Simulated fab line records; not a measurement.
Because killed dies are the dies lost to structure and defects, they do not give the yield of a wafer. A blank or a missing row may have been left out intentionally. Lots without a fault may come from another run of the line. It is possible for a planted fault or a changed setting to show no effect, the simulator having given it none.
Matching of chambers | flow nand harc | NHARC_A_CONTACT_CMP_20 on cmp-04 has 4 sister chambers
The step polishes, t overpolish 30 s, target thk 300 nm. 4 wafers are shown with their chamber, then 7 later ones without.

WAFERS PAIRED WITH THEIR CHAMBERS
wafer  | chamber | motor current A (A)
L087.1 | 1       | 13.2
L089.5 | 2       | 11.6
L088.3 | 3       | 10.5
L088.4 | 0       | 12.6

WAFERS MISSING THEIR CHAMBER
wafer  | motor current A (A)
L088.5 | 11.9
L091.2 | 12.1
L091.4 | 13.7
L091.6 | 11.2
L095.2 | 10.6
L095.5 | 13.3
L095.6 | 11.5

EACH ONE'S CHAMBER
wafer  | from the rows above          | in truth
L088.5 | can't be placed: 2 or 0      | 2
L091.2 | can't be placed: 0 or 2 or 1 | 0
L091.4 | can't be placed: 1 or 0      | 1
L091.6 | can't be placed: 2 or 3      | 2
L095.2 | 3                            | 3
L095.5 | can't be placed: 1 or 0      | 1
L095.6 | 2                            | 2
Placed correctly: 2 of 7. Can't be placed from these rows: 5 (the true chamber is among the candidates in 5). Number placed wrongly: 0.
How it was worked out, from the rows above alone: a wafer's distance from a chamber is the root of the sum, over the readings, of the square of ((its reading less the chamber's mean) divided by the reading's scatter). If the next closest chamber is less than 2 further off than the closest, the wafer can't be placed; otherwise it belongs to the closest. Each chamber's mean is taken over the wafers shown for it. The scatter: root of mean squared gap, hidden wafer to nearest shown wafer, with one shown wafer a chamber.
